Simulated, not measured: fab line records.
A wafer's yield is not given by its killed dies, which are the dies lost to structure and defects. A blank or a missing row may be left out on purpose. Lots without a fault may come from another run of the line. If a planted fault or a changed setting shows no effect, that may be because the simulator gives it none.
Chamber matching | flow n5-finfet | 4 sister chambers for N5_BEOL_M12_ETCH_68 on rie-diel-03
The step etches SOC in N2/H2, time 285 s. 4 wafers are shown with their chamber, then 9 later ones without.

WAFERS PAIRED WITH THEIR CHAMBERS
wafer  | chamber | throttle-valve-pct (%)
L082.6 | 3       | 17.67
L087.2 | 0       | 18.22
L087.4 | 2       | 17.94
L087.6 | 1       | 17.56

WAFERS WITH NO CHAMBER GIVEN
wafer  | throttle-valve-pct (%)
L088.2 | 17.57
L088.3 | 18.23
L088.5 | 17.68
L091.2 | 17.71
L091.4 | 17.95
L091.6 | 17.56
L092.2 | 17.72
L092.5 | 17.96
L092.6 | 17.71

EACH ONE'S CHAMBER
wafer  | from the rows above | in truth
L088.2 | 1                   | 1
L088.3 | 0                   | 0
L088.5 | 3                   | 3
L091.2 | 3                   | 3
L091.4 | 2                   | 2
L091.6 | 1                   | 1
L092.2 | 3                   | 3
L092.5 | 2                   | 2
L092.6 | 3                   | 3
9 of 9 placed correctly. Number that these rows cannot place: 0. Placed wrongly: 0.
How it was worked out, from the rows above alone: a wafer's distance from a chamber is the root of the sum, over the readings, of the square of ((its reading less the chamber's mean) divided by the reading's scatter). The wafer belongs to the nearest chamber; if the next one is less than 2 further off, it can't be placed. The mean given for a chamber averages the wafers shown for that chamber. The scatter: with one shown wafer a chamber, the root of the mean of the squares of how far each hidden wafer lies from its nearest shown one.
